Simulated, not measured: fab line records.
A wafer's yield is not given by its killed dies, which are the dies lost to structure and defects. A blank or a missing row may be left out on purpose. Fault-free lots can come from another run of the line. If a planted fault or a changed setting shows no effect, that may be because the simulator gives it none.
fab line records	flow n5_finfet
[record] lots = 24	wafers = 72	last_day = 18
route steps=1938 shown BEOL_M3@932
lots that met no fault: taken from a fault-free run of the same line
start_h: hours from the record's first day to the start of the lot's first wafer shown	wait_h: hours elapsed since this lot's preceding step	" same as the row above	L1.1+2: a row that stands for several wafers	- no value, or no start was given	* or withheld: withheld	< > ~ a bound
route shown NAME@n: names a module that has steps shown in the file, with the first one's number in the route	usual: mean/standard deviation taken from wafers without a fault	same: alike in all rows	chamber/n: place in a boat	sites: the reading at each site	_std_site: the standard deviation of these	_edge_site: inner sites' mean taken away from outer sites' mean	radius_mm: how far each site lies from the wafer's centre	mask NAME#n: copy n	behind: tool/chamber where the wafer was last shaped	hold: why the lot went on hold/how many hours it stayed there/how the hold came to an end	device: transistor that didn't switch, given as n, p or np	end of line: tests of these same wafers at the route's end	a step without rows: its recipe alone	killed: dies lost to structure and defects at the first sort, not the wafer's yield	map: per-die view of a wafer (x killed, . not killed, _ where there is no die)
set.NAME: the setting the step ran with; set.NAME@STEP: the setting that earlier step ran with	model.NAME: the simulator's own value behind a step, which no gauge read
steps of the route over a sample of lots; a table a step, a row a wafer
services: when a tool's chamber went out of use (start_h, in hours from the record's first day, below 0 if earlier), for how many hours, and the reason
[[steps]]
[step N5_BEOL_M3_THK_MEAS_01]
[recipe] reads = SiOC_of_BEOL_M3_ILD_DEP_00
[usual] M3_ILD_THK = 79.1/1.1
lot.wafer	tool	chamber	start_h	wait_h	M3_ILD_THK[nm]
L074.3	film_metro-01	-	174.04	0.1	77.3
L074.4	"	-	"	"	79.9
L074.5	"	-	"	"	79.1
L075.3	film_metro-01	-	180.32	0.1	77.0
L075.4	"	-	"	"	79.9
L075.6	"	-	"	"	78.8
L076.1	film_metro-02	-	181.07	0.0	79.1
L076.2	"	-	"	"	78.9
L076.5	"	-	"	"	79.3
L077.1	film_metro-01	-	182.25	0.0	77.9
L077.3	"	-	"	"	78.4
L077.6	"	-	"	"	79.7
L079.1	film_metro-02	-	183.58	0.0	77.8
L079.3	"	-	"	"	79.4
L079.5	"	-	"	"	79.5
L080.1	film_metro-02	-	183.82	0.0	77.8
L080.4	"	-	"	"	80.2
L080.5	"	-	"	"	79.4
L078.1	film_metro-02	-	188.71	0.0	79.2
L078.4	"	-	"	"	80.0
L078.5	"	-	"	"	80.7
L081.1	film_metro-02	-	190.93	0.0	77.8
L081.3	"	-	"	"	79.1
L081.6	"	-	"	"	78.6
L082.1	film_metro-02	-	193.37	0.0	78.3
L082.4	"	-	"	"	81.5
L082.5	"	-	"	"	79.8
L084.2	film_metro-02	-	204.82	0.1	78.1
L084.5	"	-	"	"	78.3
L084.6	"	-	"	"	79.5
L083.3	film_metro-01	-	204.89	0.1	77.2
L083.5	"	-	"	"	79.7
L083.6	"	-	"	"	80.3
L085.2	film_metro-01	-	210.40	0.1	77.7
L085.3	"	-	"	"	78.5
L085.5	"	-	"	"	79.4
L086.2	film_metro-01	-	222.02	0.1	78.5
L086.3	"	-	"	"	77.8
L086.6	"	-	"	"	78.3
L087.3	film_metro-01	-	246.51	0.1	78.4
L087.4	"	-	"	"	80.3
L087.5	"	-	"	"	77.3
L088.1	film_metro-01	-	246.90	0.0	79.9
L088.2	"	-	"	"	79.3
L088.3	"	-	"	"	77.5
L089.1	film_metro-02	-	251.10	0.0	78.8
L089.3	"	-	"	"	78.4
L089.5	"	-	"	"	82.6
L090.1	film_metro-01	-	251.55	0.0	78.0
L090.2	"	-	"	"	78.6
L090.6	"	-	"	"	80.0
L091.1	film_metro-01	-	268.75	0.0	79.2
L091.4	"	-	"	"	78.8
L091.5	"	-	"	"	79.7
L092.2	film_metro-01	-	272.03	0.1	78.3
L092.4	"	-	"	"	78.6
L092.6	"	-	"	"	79.7
L093.2	film_metro-01	-	272.26	0.1	77.7
L093.3	"	-	"	"	78.1
L093.6	"	-	"	"	79.9
L094.1	film_metro-02	-	272.51	0.0	79.2
L094.2	"	-	"	"	80.1
L094.4	"	-	"	"	80.4
L095.4	film_metro-02	-	279.10	0.0	80.6
L095.5	"	-	"	"	79.2
L095.6	"	-	"	"	79.8
L097.2	film_metro-01	-	282.93	0.1	78.6
L097.3	"	-	"	"	77.3
L097.6	"	-	"	"	79.4
L096.1	film_metro-01	-	283.81	0.0	79.2
L096.3	"	-	"	"	78.7
L096.5	"	-	"	"	80.0
[step N5_BEOL_M3_CD_MEAS_11]
[recipe] target_cd_nm = 17.05	landing_energy_ev = 500	detector = se_inlens	polarity = opening
[usual] cd_nm = 17.11/0.23
lot.wafer	tool	chamber	start_h	wait_h	cd_nm
L074.3	cd_sem-02	0	176.57	-	17.21
L074.4	"	0	"	"	16.65
L074.5	"	0	"	"	17.01
L075.3	cd_sem-03	0	180.92	-	17.04
L075.4	"	0	"	"	17.28
L075.6	"	0	"	"	16.80
L076.1	cd_sem-01	0	183.50	-	16.60
L076.2	"	0	"	"	16.77
L076.5	"	0	"	"	17.17
L077.1	cd_sem-03	0	183.67	-	17.03
L077.3	"	0	"	"	17.20
L077.6	"	0	"	"	16.85
L079.1	cd_sem-01	0	184.19	-	16.82
L079.3	"	0	"	"	17.47
L079.5	"	0	"	"	17.36
L080.1	cd_sem-01	0	184.43	-	17.44
L080.4	"	0	"	"	17.20
L080.5	"	0	"	"	16.98
L078.1	cd_sem-01	0	189.88	-	17.30
L078.4	"	0	"	"	17.29
L078.5	"	0	"	"	17.13
L081.1	cd_sem-03	0	193.18	-	17.21
L081.3	"	0	"	"	17.13
L081.6	"	0	"	"	17.52
L082.1	cd_sem-02	0	193.98	-	16.98
L082.4	"	0	"	"	16.92
L082.5	"	0	"	"	16.99
L084.2	cd_sem-03	0	206.88	-	16.78
L084.5	"	0	"	"	16.81
L084.6	"	0	"	"	16.94
L083.3	cd_sem-01	0	207.05	-	17.01
L083.5	"	0	"	"	17.20
L083.6	"	0	"	"	17.29
L085.2	cd_sem-03	0	212.24	-	16.69
L085.3	"	0	"	"	17.27
L085.5	"	0	"	"	16.65
L086.2	cd_sem-01	0	224.55	-	17.25
L086.3	"	0	"	"	17.11
L086.6	"	0	"	"	16.83
L087.3	cd_sem-03	0	247.98	-	17.03
L087.4	"	0	"	"	17.14
L087.5	"	0	"	"	17.59
L088.1	cd_sem-02	0	248.01	-	17.07
L088.2	"	0	"	"	17.12
L088.3	"	0	"	"	17.43
L089.1	cd_sem-03	0	253.43	-	17.10
L089.3	"	0	"	"	17.41
L089.5	"	0	"	"	17.02
L090.1	cd_sem-02	0	253.65	-	17.27
L090.2	"	0	"	"	16.97
L090.6	"	0	"	"	16.85
L091.1	cd_sem-03	0	269.36	-	17.60
L091.4	"	0	"	"	17.19
L091.5	"	0	"	"	17.25
L092.2	cd_sem-02	0	274.67	-	17.50
L092.4	"	0	"	"	17.03
L092.6	"	0	"	"	16.88
L093.2	cd_sem-02	0	274.75	-	17.04
L093.3	"	0	"	"	16.99
L093.6	"	0	"	"	16.95
L094.1	cd_sem-02	0	274.96	-	16.91
L094.2	"	0	"	"	16.95
L094.4	"	0	"	"	17.08
L095.4	cd_sem-01	0	280.14	-	17.31
L095.5	"	0	"	"	17.29
L095.6	"	0	"	"	17.23
L097.2	cd_sem-03	0	284.66	-	17.09
L097.3	"	0	"	"	17.13
L097.6	"	0	"	"	17.24
L096.1	cd_sem-03	0	285.11	-	17.50
L096.3	"	0	"	"	17.10
L096.5	"	0	"	"	16.86
[step N5_BEOL_M3_HM_OPEN_17]
[recipe] chemistry = Cl2/BCl3	target_depth_a = 200	overetch_a = 60	target = TiN	mask_material = SOC	ion_energy_ev = 150	pressure_mtorr = 10	icp_w = 1000	bias_w = 126	Cl2_flow_sccm = 53.25	bcl3_flow_sccm = 21.75	Ar_flow_sccm = 25
[usual] bias_w = 125.9/0.4	drypump_motor_current_A = 5.8/0.41	oes_product_au = 0.75/0.042	throttle_valve_pct = 22.08/0.18
lot.wafer	tool	chamber	start_h	wait_h	bias_w	drypump_motor_current_A	oes_product_au	rf_hours_counter_h	throttle_valve_pct
L074.3	rie_metal-01	1	176.96	0.1	126.1	6.3	0.61	-	22.63
L074.4	"	0	"	"	125.8	5.6	0.64	-	22.05
L074.5	"	1	"	"	125.8	6.3	0.60	-	22.63
L075.3	rie_metal-03	0	181.32	0.1	125.1	5.7	0.79	-	22.02
L075.4	"	1	"	"	125.4	5.8	0.78	-	21.92
L075.6	"	0	"	"	125.6	5.7	0.79	-	22.01
L076.1	rie_metal-02	0	183.87	0.0	125.6	5.0	0.74	11	22.29
L076.2	"	1	"	"	126.4	6.4	0.77	12	22.18
L076.5	"	1	"	"	126.9	6.4	0.77	-	22.16
L077.1	rie_metal-03	1	184.09	0.0	125.4	5.8	0.76	8	21.92
L077.3	"	1	"	"	126.3	5.8	0.77	-	21.89
L077.6	"	1	"	"	125.4	5.8	0.77	-	21.90
L079.1	rie_metal-03	1	184.56	0.0	126.2	5.8	0.77	8	21.88
L079.3	"	1	"	"	126.1	5.8	0.77	-	21.91
L079.5	"	1	"	"	126.2	5.8	0.78	-	21.90
L080.1	rie_metal-02	1	184.80	0.0	126.8	6.4	0.76	13	22.16
L080.4	"	1	"	"	126.4	6.4	0.77	-	22.15
L080.5	"	0	"	"	126.2	5.1	0.74	-	22.31
L078.1	rie_metal-03	1	190.44	0.0	125.8	5.8	0.77	8	21.89
L078.4	"	0	"	"	126.2	5.7	0.79	-	22.00
L078.5	"	0	"	"	125.8	5.7	0.80	-	22.02
L081.1	rie_metal-03	0	193.56	0.0	126.0	5.7	0.78	8	22.03
L081.3	"	1	"	"	126.6	5.8	0.76	-	21.90
L081.6	"	1	"	"	125.9	5.8	0.77	-	21.91
L082.1	rie_metal-01	0	194.38	0.0	126.0	5.7	0.64	58	22.05
L082.4	"	1	"	"	126.3	6.3	0.61	-	22.59
L082.5	"	0	"	"	126.0	5.7	0.65	-	22.05
L084.2	rie_metal-03	0	207.25	0.0	125.9	5.7	0.78	9	22.02
L084.5	"	1	"	"	125.8	5.8	0.76	-	21.89
L084.6	"	0	"	"	125.3	5.7	0.79	-	22.02
L083.3	rie_metal-02	1	207.51	0.1	125.8	6.4	0.76	-	22.14
L083.5	"	0	"	"	126.1	5.1	0.73	-	22.30
L083.6	"	1	"	"	125.9	6.4	0.77	-	22.16
L085.2	rie_metal-03	0	212.61	0.0	125.9	5.6	0.78	9	22.02
L085.3	"	1	"	"	125.6	5.8	0.77	-	21.88
L085.5	"	0	"	"	126.0	5.7	0.78	-	22.03
L086.2	rie_metal-02	1	224.92	0.0	125.7	6.4	0.76	15	22.17
L086.3	"	1	"	"	125.9	6.4	0.77	-	22.14
L086.6	"	0	"	"	125.8	5.1	0.73	-	22.32
L087.3	rie_metal-03	1	248.38	0.1	126.4	5.8	0.76	-	21.90
L087.4	"	0	"	"	125.3	5.7	0.77	-	22.01
L087.5	"	0	"	"	124.9	5.6	0.77	-	22.02
L088.1	rie_metal-02	0	248.38	0.0	125.1	5.1	0.73	16	22.31
L088.2	"	1	"	"	125.4	6.4	0.76	17	22.15
L088.3	"	0	"	"	125.5	5.0	0.72	-	22.31
L089.1	rie_metal-03	1	253.80	0.0	126.0	5.8	0.76	12	21.89
L089.3	"	0	"	"	125.6	5.7	0.76	-	22.04
L089.5	"	1	"	"	125.9	5.8	0.75	-	21.90
L090.1	rie_metal-03	0	254.02	0.0	126.0	5.7	0.78	11	22.02
L090.2	"	1	"	"	126.2	5.8	0.76	12	21.90
L090.6	"	1	"	"	126.3	5.9	0.75	-	21.91
L091.1	rie_metal-02	1	269.74	0.0	125.1	6.4	0.76	18	22.15
L091.4	"	1	"	"	125.9	6.4	0.75	-	22.16
L091.5	"	0	"	"	125.6	5.1	0.72	-	22.29
L092.2	rie_metal-03	0	275.03	0.0	125.9	5.6	0.76	12	22.02
L092.4	"	0	"	"	125.6	5.6	0.77	-	22.02
L092.6	"	1	"	"	125.9	5.8	0.75	-	21.92
L093.2	rie_metal-03	0	275.33	0.0	125.8	5.7	0.77	12	22.02
L093.3	"	1	"	"	126.9	5.8	0.75	-	21.90
L093.6	"	1	"	"	126.8	5.8	0.75	-	21.91
L094.1	rie_metal-02	0	275.34	0.0	125.7	5.0	0.71	18	22.31
L094.2	"	1	"	"	126.1	6.4	0.74	18	22.17
L094.4	"	0	"	"	125.8	5.1	0.70	-	22.32
L095.4	rie_metal-03	0	280.71	0.1	126.3	5.6	0.76	-	22.01
L095.5	"	1	"	"	126.2	5.8	0.74	-	21.90
L095.6	"	0	"	"	125.8	5.7	0.76	-	22.03
L097.2	rie_metal-02	0	285.03	0.0	125.1	5.1	0.72	18	22.32
L097.3	"	1	"	"	126.3	6.4	0.74	-	22.18
L097.6	"	0	"	"	125.6	5.1	0.71	-	22.33
L096.1	rie_metal-03	1	285.49	0.0	125.6	5.8	0.75	14	21.91
L096.3	"	0	"	"	126.1	5.7	0.77	-	22.03
L096.5	"	0	"	"	125.9	5.7	0.77	-	22.03
[step N5_BEOL_M3_ETCH_69]
[recipe] chemistry = CF4	target = SiARC	target_depth_a = 156	mask_material = CAR-EUV	time_s = 26	ion_energy_ev = 80	pressure_mtorr = 40	source_w = 545	bias_w = 36	Ar_flow_sccm = 100	cf4_flow_sccm = 100	ends = cleared
[usual] bias_w = 35.99/0.11	drypump_motor_current_A = 5.7/0.33	etch_rf_on_time_s = 26.4/0.7	oes_product_au = 0.66/0.087	rf_vpp_V = 184.1/1.1	showerhead_plenum_p_Torr = 2.15/0.07	throttle_valve_pct = 15.64/0.23
lot.wafer	tool	chamber	start_h	wait_h	bias_w	drypump_motor_current_A	etch_rf_on_time_s	oes_product_au	rf_hours_counter_h	rf_vpp_V	showerhead_plenum_p_Torr	throttle_valve_pct
L074.3	rie_diel-04	3	177.75	0.0	36.01	5.5	25.8	0.61	219	182.3	2.03	15.95
L074.4	"	0	"	"	35.93	5.7	27.7	0.60	186	184.3	2.12	15.95
L074.5	"	0	"	"	35.97	5.7	28.1	0.59	-	183.4	2.12	15.94
L075.3	rie_diel-05	2	182.09	0.0	35.81	5.8	25.5	0.64	160	184.2	2.13	15.42
L075.4	"	0	"	"	35.86	5.3	26.5	0.61	175	183.4	2.13	15.60
L075.6	"	0	"	"	35.97	5.3	26.5	0.62	-	183.6	2.13	15.59
L076.1	rie_diel-02	2	184.56	0.0	35.83	5.7	25.9	0.57	244	186.2	2.19	15.69
L076.2	"	1	"	"	35.97	5.8	26.7	0.57	238	184.3	2.20	15.66
L076.5	"	3	"	"	35.87	5.5	26.8	0.55	-	184.3	2.10	16.03
L077.1	rie_diel-04	1	185.01	0.0	36.20	5.9	26.7	0.61	173	185.0	2.22	15.60
L077.3	"	3	"	"	35.94	5.5	25.8	0.61	221	183.6	2.03	15.95
L077.6	"	0	"	"	36.06	5.7	27.8	0.59	-	184.2	2.12	15.96
L079.1	rie_diel-04	1	185.86	0.0	35.98	5.9	26.8	0.61	173	184.7	2.22	15.59
L079.3	"	3	"	"	35.95	5.5	25.4	0.61	222	182.8	2.03	15.96
L079.5	"	1	"	"	35.92	5.9	26.7	0.61	-	184.4	2.22	15.58
L080.1	rie_diel-02	3	185.96	0.0	35.95	5.5	26.8	0.56	260	184.2	2.10	16.03
L080.4	"	3	"	"	35.84	5.5	26.8	0.55	-	182.8	2.10	16.03
L080.5	"	2	"	"	36.08	5.7	26.0	0.58	-	184.2	2.19	15.71
L078.1	rie_diel-05	1	191.12	0.0	36.13	5.1	25.7	0.74	45	182.9	2.19	15.43
L078.4	"	0	"	"	35.89	5.3	26.6	0.61	178	185.6	2.13	15.61
L078.5	"	3	"	"	35.92	6.3	26.1	0.81	-	185.9	2.27	15.55
L081.1	rie_diel-04	3	194.35	0.0	36.06	5.5	25.2	0.61	224	182.2	2.03	15.98
L081.3	"	1	"	"	36.10	5.9	26.1	0.61	175	185.3	2.22	15.60
L081.6	"	1	"	"	36.15	5.9	26.4	0.62	-	184.9	2.22	15.58
L082.1	rie_diel-02	2	195.05	0.0	36.17	5.7	25.8	0.57	248	183.7	2.19	15.69
L082.4	"	2	"	"	36.24	5.7	26.0	0.58	-	183.7	2.19	15.71
L082.5	"	1	"	"	36.11	5.8	26.7	0.57	-	183.6	2.19	15.66
L084.2	rie_diel-05	3	208.19	0.0	36.04	6.3	26.2	0.80	11	184.7	2.27	15.56
L084.5	"	2	"	"	35.99	5.8	25.3	0.64	-	182.9	2.13	15.44
L084.6	"	3	"	"	35.89	6.3	26.1	0.79	-	185.7	2.27	15.55
L083.3	rie_diel-05	1	208.33	0.0	35.94	5.1	25.8	0.73	48	183.2	2.19	15.43
L083.5	"	1	"	"	36.09	5.1	25.5	0.73	-	185.0	2.19	15.42
L083.6	"	2	"	"	35.88	5.9	25.8	0.63	-	183.0	2.13	15.44
L085.2	rie_diel-02	3	213.28	0.0	35.96	5.5	25.5	0.82	2	182.9	2.10	15.52
L085.3	"	1	"	"	35.98	5.8	26.3	0.57	246	186.1	2.19	15.67
L085.5	"	3	"	"	36.06	5.5	25.3	0.82	-	183.5	2.10	15.54
L086.2	rie_diel-04	0	225.72	0.0	36.13	5.7	28.0	0.59	197	185.5	2.12	15.98
L086.3	"	3	"	"	36.01	5.5	25.5	0.60	231	181.8	2.03	15.99
L086.6	"	3	"	"	35.99	5.5	25.6	0.60	-	183.6	2.03	15.98
L087.3	rie_diel-05	3	249.02	0.0	35.96	6.3	26.3	0.78	17	187.0	2.27	15.56
L087.4	"	1	"	"	36.10	5.1	25.7	0.72	54	184.7	2.18	15.45
L087.5	"	3	"	"	36.07	6.3	26.1	0.79	-	185.7	2.27	15.58
L088.1	rie_diel-02	0	249.20	0.0	35.91	5.3	27.0	0.60	201	182.3	2.04	15.78
L088.2	"	3	"	"	36.04	5.5	25.3	0.79	11	182.9	2.09	15.55
L088.3	"	2	"	"	36.14	5.7	25.6	0.82	6	184.4	2.19	15.20
L089.1	rie_diel-05	1	254.50	0.0	36.10	5.1	25.8	0.71	56	184.5	2.18	15.45
L089.3	"	0	"	"	35.97	5.3	26.8	0.61	189	184.6	2.12	15.61
L089.5	"	1	"	"	36.12	5.1	25.8	0.72	-	183.4	2.18	15.46
L090.1	rie_diel-02	1	254.82	0.0	36.00	5.8	26.6	0.82	0	184.4	2.19	15.16
L090.2	"	0	"	"	35.97	5.3	27.0	0.60	203	183.6	2.04	15.80
L090.6	"	3	"	"	35.95	5.5	25.4	0.78	-	181.6	2.09	15.55
L091.1	rie_diel-04	0	270.76	0.0	36.13	5.7	28.0	0.59	208	185.4	2.12	15.99
L091.4	"	3	"	"	36.06	5.5	26.2	0.59	242	184.2	2.02	16.01
L091.5	"	1	"	"	35.84	5.9	26.9	0.60	-	185.2	2.22	15.64
L092.2	rie_diel-04	1	275.83	0.0	36.10	5.9	26.6	0.60	195	185.1	2.22	15.63
L092.4	"	3	"	"	36.14	5.5	25.8	0.59	243	182.6	2.02	16.01
L092.6	"	3	"	"	36.02	5.4	25.8	0.59	-	181.8	2.02	16.00
L093.2	rie_diel-05	0	276.09	0.0	35.91	5.3	27.0	0.60	194	184.0	2.12	15.64
L093.3	"	3	"	"	35.96	6.3	26.0	0.78	23	185.9	2.27	15.58
L093.6	"	2	"	"	36.03	5.9	26.0	0.62	-	184.0	2.12	15.48
L094.1	rie_diel-02	0	276.15	0.0	35.78	5.3	26.8	0.59	208	182.4	2.04	15.80
L094.2	"	2	"	"	35.64	5.7	26.0	0.79	14	185.8	2.19	15.22
L094.4	"	1	"	"	36.03	5.9	26.8	0.79	-	184.6	2.19	15.16
L095.4	rie_diel-05	3	281.36	0.0	36.09	6.3	26.2	0.77	25	186.1	2.27	15.59
L095.5	"	3	"	"	36.17	6.3	26.5	0.77	-	186.3	2.27	15.61
L095.6	"	0	"	"	35.84	5.3	26.8	0.60	-	183.7	2.12	15.63
L097.2	rie_diel-05	2	285.83	0.0	36.03	5.9	25.8	0.62	181	184.5	2.12	15.48
L097.3	"	1	"	"	35.99	5.1	25.8	0.70	64	182.9	2.18	15.48
L097.6	"	2	"	"	36.16	5.9	25.8	0.62	-	184.5	2.12	15.48
L096.1	rie_diel-04	3	286.28	0.0	35.85	5.5	25.9	0.59	246	183.3	2.02	16.00
L096.3	"	2	"	"	36.05	5.7	25.9	0.78	16	184.5	2.11	15.25
L096.5	"	0	"	"	35.94	5.7	27.9	0.58	-	183.6	2.12	16.01
[step N5_BEOL_M3_ANNEAL_80]
[recipe] temp_c = 400	time_s = 240	ambient = vacuum
[usual] heater_power_w = 828/94
lot.wafer	tool	chamber	start_h	wait_h	heater_power_w
L074.3	pvd_sputter-03	-	181.45	0.0	981
L074.4	"	-	"	"	855
L074.5	"	-	"	"	819
L075.3	pvd_sputter-02	-	187.29	0.0	746
L075.4	"	-	"	"	819
L075.6	"	-	"	"	848
L076.1	pvd_sputter-01	-	190.48	0.0	663
L076.2	"	-	"	"	785
L076.5	"	-	"	"	991
L077.1	pvd_sputter-02	-	190.93	0.0	817
L077.3	"	-	"	"	825
L077.6	"	-	"	"	856
L079.1	pvd_sputter-01	-	192.32	0.0	799
L079.3	"	-	"	"	649
L079.5	"	-	"	"	786
L080.1	pvd_sputter-03	-	192.44	0.0	931
L080.4	"	-	"	"	987
L080.5	"	-	"	"	967
L078.1	pvd_sputter-01	-	196.53	0.0	939
L078.4	"	-	"	"	774
L078.5	"	-	"	"	660
L081.1	pvd_sputter-01	-	198.37	0.0	962
L081.3	"	-	"	"	667
L081.6	"	-	"	"	790
L082.1	pvd_sputter-03	-	198.95	0.0	934
L082.4	"	-	"	"	789
L082.5	"	-	"	"	968
L083.3	pvd_sputter-02	-	233.69	0.0	818
L083.5	"	-	"	"	808
L083.6	"	-	"	"	759
L084.2	pvd_sputter-01	-	234.02	0.0	767
L084.5	"	-	"	"	655
L084.6	"	-	"	"	948
L085.2	pvd_sputter-01	-	235.94	0.0	789
L085.3	"	-	"	"	767
L085.5	"	-	"	"	786
L086.2	pvd_sputter-01	-	237.90	0.0	970
L086.3	"	-	"	"	778
L086.6	"	-	"	"	967
L087.3	pvd_sputter-03	-	251.34	0.0	962
L087.4	"	-	"	"	858
L087.5	"	-	"	"	906
L088.1	pvd_sputter-02	-	251.41	0.0	833
L088.2	"	-	"	"	816
L088.3	"	-	"	"	752
L089.1	pvd_sputter-01	-	262.35	0.0	652
L089.3	"	-	"	"	976
L089.5	"	-	"	"	653
L090.1	pvd_sputter-02	-	267.22	0.0	845
L090.2	"	-	"	"	825
L090.6	"	-	"	"	773
L091.1	pvd_sputter-01	-	274.55	0.0	668
L091.4	"	-	"	"	772
L091.5	"	-	"	"	957
L092.2	pvd_sputter-01	-	280.17	0.0	799
L092.4	"	-	"	"	960
L092.6	"	-	"	"	961
L093.2	pvd_sputter-03	-	283.42	0.0	823
L093.3	"	-	"	"	927
L093.6	"	-	"	"	849
L094.1	pvd_sputter-01	-	290.75	0.0	984
L094.2	"	-	"	"	779
L094.4	"	-	"	"	774
L095.4	pvd_sputter-01	-	294.11	0.0	663
L095.5	"	-	"	"	649
L095.6	"	-	"	"	790
L097.2	pvd_sputter-03	-	297.85	0.0	862
L097.3	"	-	"	"	900
L097.6	"	-	"	"	848
L096.1	pvd_sputter-01	-	298.93	0.0	664
L096.3	"	-	"	"	792
L096.5	"	-	"	"	793
[step N5_BEOL_M3_SPUTTER_81]
[recipe] material = Cu	target_thk_a = 45	temp_c = -20	chamber_pressure_pa = 0.07	power_w = withheld	time_s = 8.29
[usual] chuck_sensor_temp_C = -15.8/0.3	throttle_valve_pct = 30.1/1.4
lot.wafer	tool	chamber	start_h	wait_h	chuck_sensor_temp_C	throttle_valve_pct
L074.3	pvd_sputter-03	-	181.59	0.1	-16.1	29.2
L074.4	"	-	"	"	-15.2	27.2
L074.5	"	-	"	"	-15.2	27.1
L075.3	pvd_sputter-02	-	187.43	0.1	-16.0	31.1
L075.4	"	-	"	"	-15.5	29.7
L075.6	"	-	"	"	-16.1	30.1
L076.1	pvd_sputter-01	-	190.62	0.1	-15.5	30.4
L076.2	"	-	"	"	-16.2	29.7
L076.5	"	-	"	"	-15.5	31.2
L077.1	pvd_sputter-02	-	191.07	0.1	-15.6	29.6
L077.3	"	-	"	"	-16.1	30.4
L077.6	"	-	"	"	-16.0	29.9
L079.1	pvd_sputter-01	-	192.46	0.1	-16.0	28.9
L079.3	"	-	"	"	-15.5	30.7
L079.5	"	-	"	"	-16.1	29.6
L080.1	pvd_sputter-03	-	192.58	0.1	-15.9	34.0
L080.4	"	-	"	"	-16.2	29.5
L080.5	"	-	"	"	-16.2	29.4
L078.1	pvd_sputter-01	-	196.67	0.1	-15.6	30.9
L078.4	"	-	"	"	-16.2	29.5
L078.5	"	-	"	"	-15.4	30.7
L081.1	pvd_sputter-01	-	198.51	0.1	-15.6	30.9
L081.3	"	-	"	"	-15.5	30.5
L081.6	"	-	"	"	-15.9	29.5
L082.1	pvd_sputter-03	-	199.09	0.1	-16.0	33.6
L082.4	"	-	"	"	-15.7	30.2
L082.5	"	-	"	"	-16.3	29.4
L083.3	pvd_sputter-02	-	233.83	0.1	-15.6	29.7
L083.5	"	-	"	"	-16.3	30.5
L083.6	"	-	"	"	-15.9	31.2
L084.2	pvd_sputter-01	-	234.16	0.1	-16.2	28.6
L084.5	"	-	"	"	-15.5	30.6
L084.6	"	-	"	"	-15.6	31.1
L085.2	pvd_sputter-01	-	236.08	0.1	-16.1	29.5
L085.3	"	-	"	"	-16.2	29.1
L085.5	"	-	"	"	-16.0	29.8
L086.2	pvd_sputter-01	-	238.04	0.1	-15.6	31.1
L086.3	"	-	"	"	-16.1	28.7
L086.6	"	-	"	"	-15.7	31.1
L087.3	pvd_sputter-03	-	251.48	0.1	-16.2	29.7
L087.4	"	-	"	"	-15.3	27.3
L087.5	"	-	"	"	-15.8	33.7
L088.1	pvd_sputter-02	-	251.55	0.1	-15.7	29.6
L088.2	"	-	"	"	-16.4	30.5
L088.3	"	-	"	"	-15.9	31.1
L089.1	pvd_sputter-01	-	262.49	0.1	-15.6	30.8
L089.3	"	-	"	"	-15.7	31.2
L089.5	"	-	"	"	-15.7	30.6
L090.1	pvd_sputter-02	-	267.36	0.1	-15.9	29.9
L090.2	"	-	"	"	-15.7	29.5
L090.6	"	-	"	"	-15.8	31.3
L091.1	pvd_sputter-01	-	274.69	0.1	-15.6	30.6
L091.4	"	-	"	"	-16.1	29.0
L091.5	"	-	"	"	-15.7	31.3
L092.2	pvd_sputter-01	-	280.31	0.1	-16.0	29.5
L092.4	"	-	"	"	-15.5	31.0
L092.6	"	-	"	"	-15.8	31.2
L093.2	pvd_sputter-03	-	283.56	0.1	-15.1	27.5
L093.3	"	-	"	"	-15.9	33.7
L093.6	"	-	"	"	-15.3	27.6
L094.1	pvd_sputter-01	-	290.89	0.1	-15.5	31.2
L094.2	"	-	"	"	-16.0	29.5
L094.4	"	-	"	"	-16.1	28.6
L095.4	pvd_sputter-01	-	294.25	0.1	-15.6	30.8
L095.5	"	-	"	"	-15.4	30.7
L095.6	"	-	"	"	-16.0	28.9
L097.2	pvd_sputter-03	-	297.99	0.1	-15.3	27.1
L097.3	"	-	"	"	-16.1	33.7
L097.6	"	-	"	"	-15.3	27.2
L096.1	pvd_sputter-01	-	299.07	0.1	-15.6	30.9
L096.3	"	-	"	"	-16.1	29.0
L096.5	"	-	"	"	-15.9	29.4
[[services]]
tool	chamber	start_h	hours	kind
rie_diel-02	3	158.29	9.1	repair
pvd_sputter-02	-	159.51	2.8	repair
rie_diel-02	3	186.90	-	clean
rie_diel-02	3	186.90	-	consumable_replace:focus_ring
rie_diel-02	3	186.90	19.3	scheduled_down
rie_diel-02	3	186.90	19.3	vent_cycle
rie_diel-02	1	189.70	2.6	repair
rie_diel-04	2	193.49	-	clean
rie_diel-04	2	193.49	-	consumable_replace:focus_ring
rie_diel-04	2	193.49	13.0	scheduled_down
rie_diel-04	2	193.49	13.0	vent_cycle
rie_diel-02	2	206.43	-	clean
rie_diel-02	2	206.43	-	consumable_replace:focus_ring
rie_diel-02	2	206.43	20.5	scheduled_down
rie_diel-02	2	206.43	20.5	vent_cycle
pvd_sputter-02	-	207.13	4.6	repair
rie_diel-04	0	207.73	1.7	repair
rie_diel-02	1	228.55	-	clean
rie_metal-02	-	235.86	2.8	pm
pvd_sputter-03	-	239.40	1.2	repair
rie_diel-04	2	240.24	10.5	repair
rie_metal-01	-	242.61	0.2	repair
rie_diel-02	-	257.01	2.8	pm
rie_diel-02	3	261.30	17.6	repair
[[key]]
fault none
